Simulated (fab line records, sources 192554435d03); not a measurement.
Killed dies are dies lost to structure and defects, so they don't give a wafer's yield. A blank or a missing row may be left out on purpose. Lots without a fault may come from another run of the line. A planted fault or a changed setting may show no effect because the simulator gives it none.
Chamber matching | flow n5_finfet | N5_DUMMY_GATE_ETCH_37 on rie_diel-05: 4 sister chambers
The step etches SOC in N2/H2, target depth 60 nm, overetch 30 nm. 4 wafers are shown with their chamber, then 11 later ones without.

WAFERS WITH THEIR CHAMBER
wafer  | chamber | drypump_motor_current_A (A)
L084.6 | 2       | 5.0
L087.3 | 0       | 5.8
L087.6 | 3       | 6.1
L088.2 | 1       | 5.6

WAFERS WITHOUT THEIR CHAMBER
wafer  | drypump_motor_current_A (A)
L088.3 | 5.8
L088.4 | 6.1
L092.3 | 5.0
L092.5 | 6.2
L092.6 | 5.0
L094.3 | 5.0
L094.5 | 5.6
L094.6 | 5.0
L096.1 | 5.1
L096.2 | 5.6
L096.5 | 5.6

WHICH CHAMBER EACH WENT THROUGH
wafer  | from the rows above | in truth
L088.3 | 0                   | 0
L088.4 | 3                   | 3
L092.3 | 2                   | 2
L092.5 | 3                   | 3
L092.6 | 2                   | 2
L094.3 | 2                   | 2
L094.5 | 1                   | 1
L094.6 | 2                   | 2
L096.1 | 2                   | 2
L096.2 | 1                   | 1
L096.5 | 1                   | 1
Placed correctly: 11 of 11. Can't be placed from these rows: 0. Placed wrongly: 0.
How it was worked out, from the rows above alone: a wafer's distance from a chamber is the root of the sum, over the readings, of the square of ((its reading less the chamber's mean) divided by the reading's scatter). The wafer belongs to the nearest chamber; if the next one is less than 2 further off, it can't be placed. A chamber's mean is the mean of its shown wafers. The scatter: with one shown wafer a chamber, the root of the mean of the squares of how far each hidden wafer lies from its nearest shown one.
